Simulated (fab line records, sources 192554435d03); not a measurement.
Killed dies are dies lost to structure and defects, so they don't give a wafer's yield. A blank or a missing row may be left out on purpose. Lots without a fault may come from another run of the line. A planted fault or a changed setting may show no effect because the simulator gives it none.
Chamber matching | flow n5_finfet | N5_BEOL_M6_ETCH_65 on rie_diel-05: 4 sister chambers
The step etches SiARC in CF4, target depth 15.6 nm, time 26 s. 4 wafers are shown with their chamber, then 9 later ones without.

WAFERS WITH THEIR CHAMBER
wafer  | chamber | throttle_valve_pct (%)
L086.5 | 2       | 15.49
L090.1 | 3       | 15.44
L090.2 | 0       | 15.31
L090.3 | 1       | 16.08

WAFERS WITHOUT THEIR CHAMBER
wafer  | throttle_valve_pct (%)
L091.1 | 15.34
L091.3 | 15.52
L091.6 | 15.33
L092.1 | 15.35
L092.4 | 14.98
L092.6 | 16.10
L093.3 | 15.51
L093.4 | 14.97
L093.5 | 15.52

WHICH CHAMBER EACH WENT THROUGH
wafer  | from the rows above          | in truth
L091.1 | can't be placed: 0 or 3 or 2 | 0
L091.3 | can't be placed: 2 or 3 or 0 | 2
L091.6 | can't be placed: 0 or 3 or 2 | 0
L092.1 | can't be placed: 0 or 3 or 2 | 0
L092.4 | can't be placed: 0 or 3 or 2 | 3
L092.6 | 1                            | 1
L093.3 | can't be placed: 2 or 3 or 0 | 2
L093.4 | can't be placed: 0 or 3 or 2 | 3
L093.5 | can't be placed: 2 or 3 or 0 | 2
Placed correctly: 1 of 9. Can't be placed from these rows: 8 (the true chamber is among the candidates in 8). Placed wrongly: 0.
How it was worked out, from the rows above alone: a wafer's distance from a chamber is the root of the sum, over the readings, of the square of ((its reading less the chamber's mean) divided by the reading's scatter). The wafer belongs to the nearest chamber; if the next one is less than 2 further off, it can't be placed. A chamber's mean is the mean of its shown wafers. The scatter: with one shown wafer a chamber, the root of the mean of the squares of how far each hidden wafer lies from its nearest shown one.
